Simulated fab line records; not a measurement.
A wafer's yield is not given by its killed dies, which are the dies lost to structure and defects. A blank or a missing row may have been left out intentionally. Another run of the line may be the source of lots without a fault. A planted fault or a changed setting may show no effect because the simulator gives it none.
Split-lot trial + flow n5-finfet + 7 lots, 21 wafers read, on a route of 1938 steps

## ABOUT THE SPLIT
At N5_SD_EPI_P_ETCH_37 (etches SOC in N2/H2, overetch 108 nm, time 486 s), the setting source-w was moved away from the recipe's 3000 W on 6 of the 21 wafers read, by -16.7% to +11.4%. All remaining wafers had this setting at the recipe value.

The split's own step is where the reading is taken.

## THE READING
rf-vpp-V, in V, at N5_SD_EPI_P_ETCH_37 (etches SOC in N2/H2, overetch 108 nm, time 486 s). Typical for fault-free wafers on this fab line: 240.3 V, with standard deviation 1.3 V.

| wafer  | tool, chamber at the split | source-w as run, W | against the recipe | rf-vpp-V, V | against lot-mates on the recipe |
|--------|----------------------------|--------------------|--------------------|-------------|---------------------------------|
| L083.1 | rie-diel-03, 1             | 3000               | recipe             | 241.8       | -                               |
| L083.2 | rie-diel-03, 3             | 3300               | +10.0%             | 232.2       | -9.6                            |
| L083.6 | rie-diel-03, 1             | 3300               | +10.0%             | 234.3       | -7.5                            |
| L084.1 | rie-diel-03, 2             | 3000               | recipe             | 239.5       | -                               |
| L084.5 | rie-diel-03, 0             | 3000               | recipe             | 237.6       | -                               |
| L084.6 | rie-diel-03, 1             | 3000               | recipe             | 242.1       | -                               |
| L085.1 | rie-diel-04, 3             | 3000               | recipe             | 240.1       | -                               |
| L085.2 | rie-diel-04, 2             | 3000               | recipe             | 239.8       | -                               |
| L085.4 | rie-diel-04, 0             | 3000               | recipe             | 240.4       | -                               |
| L089.3 | rie-diel-03, 0             | 3000               | recipe             | 239.7       | -                               |
| L089.4 | rie-diel-03, 1             | 3000               | recipe             | 241.5       | -                               |
| L089.6 | rie-diel-03, 2             | 3000               | recipe             | 238.4       | -                               |
| L090.2 | rie-diel-02, 3             | 3342               | +11.4%             | 232.5       | -9.6                            |
| L090.4 | rie-diel-02, 1             | 3342               | +11.4%             | 229.1       | -13.0                           |
| L090.5 | rie-diel-02, 3             | 3000               | recipe             | 242.1       | -                               |
| L092.1 | rie-diel-02, 3             | 2499               | -16.7%             | 257.3       | +17.2                           |
| L092.3 | rie-diel-02, 0             | 3000               | recipe             | 240.1       | -                               |
| L092.5 | rie-diel-02, 3             | 2499               | -16.7%             | 259.3       | +19.2                           |
| L095.2 | rie-diel-02, 0             | 3000               | recipe             | 240.2       | -                               |
| L095.5 | rie-diel-02, 1             | 3000               | recipe             | 238.1       | -                               |
| L095.6 | rie-diel-02, 2             | 3000               | recipe             | 240.1       | -                               |

FIT RESULTS
A straight line over all 21 wafers: rf-vpp-V changes by -0.946 V for each +1% of source-w; r = -0.97; the points scatter about the line by 1.8 V.
The same after taking each lot's own level away (the mean of its wafers on the recipe; 21 wafers): -1.02 V for each +1%; r = -0.98; scatter 1.3 V.
On that fit, the largest move of source-w shifts the reading by 17 V.
Measured against the standard deviation above, the lots' own levels, which go from 239.47 to 242.10 V, span 2.0 times it.
Hence the lot-to-lot level has little effect on the slope; both slopes agree.
Check: for one of the wafers moved furthest among these (-16.7%), held out of the fit, the line's prediction against its lot-mates is +17.4 V. It came out at +17.2 V against them.
Tool readings at the split's step, against how far the setting was moved: rf-vpp-V r = -0.97.

## THE OTHER SPLITS THESE WAFERS WENT THROUGH
Before the reading, these wafers also passed through other splits. Each is held against what the fit with the lots' levels taken away leaves over:
| other split on the same wafers | wafers away from the commonest value | r with rf-vpp-V (lot level and that fit taken away) |
|--------------------------------|--------------------------------------|-----------------------------------------------------|
| N5_ZERO_LAYER_PECVD_02 time-s  | 4                                    | +0.00                                               |
| N5_WELL_APT_EXPOSE_22 dose-mj  | 7                                    | +0.18                                               |
| N5_WELL_APT_DESCUM_30 time-s   | 3                                    | -0.02                                               |
| N5_FIN_SAQP_ETCH_65 time-s     | 6                                    | +0.32                                               |
| N5_DUMMY_GATE_HM_DEP_06 time-s | 12                                   | +0.11                                               |
| N5_DUMMY_GATE_COAT_34 spin-rpm | 10                                   | -0.04                                               |
| N5_SD_EPI_N_PEB_07 peb-temp-c  | 3                                    | -0.16                                               |

## THE WHOLE CHAIN: every reading that the file lists as answering this split, in the file's order
| step                    | what it does                                                | reading                                                                           | change (the file's fit)               | r (the file's) |
|-------------------------|-------------------------------------------------------------|-----------------------------------------------------------------------------------|---------------------------------------|----------------|
| N5_SD_EPI_P_ETCH_37     | etches SOC in N2/H2, overetch 108 nm, time 486 s            | rf-vpp-V                                                                          | -1.02 V for each +1% of the setting   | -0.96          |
| N5_SD_EPI_P_ETCH_37     | etches SOC in N2/H2, overetch 108 nm, time 486 s            | SiARC_of_SD_EPI_P_COAT_35.thk-nm (the simulator's own value, which no gauge read) | -0.131 nm for each +1% of the setting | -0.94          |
| N5_SD_EPI_P_ETCHBACK_46 | etches SiNx in CH3F/O2, stops on SiO2, target depth 17.5 nm | SD_EPI_P.cd-nm (the simulator's own value, which no gauge read)                   | +0.198 nm for each +1% of the setting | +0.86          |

## FILE'S OWN FIT
rf-vpp-V changes by -1.02 V for each +1% of source-w, r = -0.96.
